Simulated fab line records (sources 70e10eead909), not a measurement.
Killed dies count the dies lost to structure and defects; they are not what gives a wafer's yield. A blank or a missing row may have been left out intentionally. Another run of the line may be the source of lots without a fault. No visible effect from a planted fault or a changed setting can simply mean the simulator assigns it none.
Tool commonality check | flow nandHarc | 14 lots and 48 wafers in the sample

== REASON FOR OPENING ==
At NHARC_A_ONON_D1_THK_MEAS_14 the reading thkNm is flagged on 2 of 14 lots. Fault-free wafers read 999 nm, with a standard deviation of 9.8.
Rule: a lot gets a flag if all its wafers with a number sit over 4 standard deviations from that mean, or if no wafer of it has a number. The rest of the lots are taken to be sound.

lot  | measured     | on           | thkNm (nm), wafer by wafer    | flag
L522 | day 7 19:49  | filmMetro-01 | 996 994 996                   | 
L523 | day 8 14:12  | filmMetro-01 | 990 991 991                   | 
L524 | day 8 14:13  | filmMetro-01 | 992 992 992                   | 
L525 | day 9 03:27  | filmMetro-01 | 991 993 993                   | 
L528 | day 10 14:10 | filmMetro-01 | 991 993 991                   | 
L529 | day 10 17:44 | filmMetro-01 | 999 998 997                   | 
L530 | day 11 06:19 | filmMetro-02 | 1007 1007 1008                | 
L534 | day 12 23:46 | filmMetro-02 | 1579 1578 1577 1581 1579 1578 | FLAGGED
L535 | day 13 05:25 | filmMetro-01 | 1574 1574 1574 1575 1572 1576 | FLAGGED
L538 | day 14 17:42 | filmMetro-01 | 1020 1021 1020                | 
L542 | day 16 14:02 | filmMetro-01 | 1002 1004 1003                | 
L543 | day 17 00:17 | filmMetro-01 | 1003 1004 1004                | 
L544 | day 17 00:17 | filmMetro-01 | 982 982 981                   | 
L545 | day 17 11:44 | filmMetro-01 | 994 994 991                   | 
The mean of the flagged lots' numbers is 1576 nm, +577 nm from the usual (+59 standard deviations).

== TOOL THAT RAN EACH LOT ==
The record holds 2 process steps before the reading, out of a route of 1302 steps. Cell contents, in order: the tool; ch with the chambers the sampled wafers went through; the start.
lot  | flag    | NHARC_P_BONDPAD_CMP_19        | NHARC_A_ONON_D1_DEP_12
L522 |         | cmp-01 ch 0,1,2, day 6 18:28  | pecvdOnon-04 ch 0, day 7 19:18
L523 |         | cmp-02 ch 1,2, day 7 13:41    | pecvdOnon-04 ch 0, day 8 13:47
L524 |         | cmp-01 ch 1,2,3, day 7 12:47  | pecvdOnon-01 ch 0, day 8 13:44
L525 |         | cmp-02 ch 2,3, day 8 01:25    | pecvdOnon-04 ch 0, day 9 03:04
L528 |         | cmp-02 ch 1,2, day 9 09:43    | pecvdOnon-04 ch 0, day 10 13:39
L529 |         | cmp-01 ch 0,1, day 9 14:43    | pecvdOnon-04 ch 0, day 10 17:13
L530 |         | cmp-04 ch 1,2,3, day 10 02:50 | pecvdOnon-03 ch 0, day 11 05:52
L534 | FLAGGED | cmp-02 ch 0,1,2, day 11 21:07 | pecvdOnon-04 ch 0, day 12 23:19
L535 | FLAGGED | cmp-01 ch 1,2,3, day 12 03:05 | pecvdOnon-04 ch 0, day 13 04:57
L538 |         | cmp-01 ch 1,2,3, day 13 14:46 | pecvdOnon-01 ch 0, day 14 17:11
L542 |         | cmp-01 ch 0,2,3, day 15 11:06 | pecvdOnon-03 ch 0, day 16 13:35
L543 |         | cmp-01 ch 0,2,3, day 15 21:38 | pecvdOnon-04 ch 0, day 16 23:53
L544 |         | cmp-04 ch 0,3, day 16 00:36   | pecvdOnon-03 ch 0, day 16 23:50
L545 |         | cmp-04 ch 2,3, day 16 07:18   | pecvdOnon-04 ch 0, day 17 11:20
What the steps here do:
- NHARC_P_BONDPAD_CMP_19: polishes, t overpolish 30 s, cu recess touch 16 s, target thk 160.81 nm.
- NHARC_A_ONON_D1_DEP_12: target thk 1000 nm.
- NHARC_A_ONON_D1_THK_MEAS_14: measures by ellipsometry.

== FLAGGED OVER TOTAL, TOOL BY TOOL (the gauges that took the reading come last) ==
step                        | tool         | lots run | flagged | share of the flagged lots | sound lots run after its first flagged lot
NHARC_P_BONDPAD_CMP_19      | cmp-01       | 7        | 1       | some                      | 3 (L538,L542,L543)
NHARC_P_BONDPAD_CMP_19      | cmp-02       | 4        | 1       | some                      | 0
NHARC_P_BONDPAD_CMP_19      | cmp-04       | 3        | 0       | none                      | -
NHARC_A_ONON_D1_DEP_12      | pecvdOnon-01 | 2        | 0       | none                      | -
NHARC_A_ONON_D1_DEP_12      | pecvdOnon-03 | 3        | 0       | none                      | -
NHARC_A_ONON_D1_DEP_12      | pecvdOnon-04 | 9        | 2       | all                       | 2 (L543,L545)
NHARC_A_ONON_D1_THK_MEAS_14 | filmMetro-01 | 12       | 1       | some                      | 5 (L538,L542,L543,L544,L545)
NHARC_A_ONON_D1_THK_MEAS_14 | filmMetro-02 | 2        | 1       | some                      | 0

== WHAT IS ALLOWED BY THE TABLE ==
1 row of the table ran every flagged lot: pecvdOnon-04 at NHARC_A_ONON_D1_DEP_12.
- pecvdOnon-04 at NHARC_A_ONON_D1_DEP_12: 2 of its 9 lots flagged. Sound lots followed the first flagged one (L543, L545) on it, something a lasting fault affecting the whole tool could not allow.
There is no row in the table that ran each flagged lot and no sound lot after the first.

== WHAT THE SIMULATOR HAD INSERTED ==
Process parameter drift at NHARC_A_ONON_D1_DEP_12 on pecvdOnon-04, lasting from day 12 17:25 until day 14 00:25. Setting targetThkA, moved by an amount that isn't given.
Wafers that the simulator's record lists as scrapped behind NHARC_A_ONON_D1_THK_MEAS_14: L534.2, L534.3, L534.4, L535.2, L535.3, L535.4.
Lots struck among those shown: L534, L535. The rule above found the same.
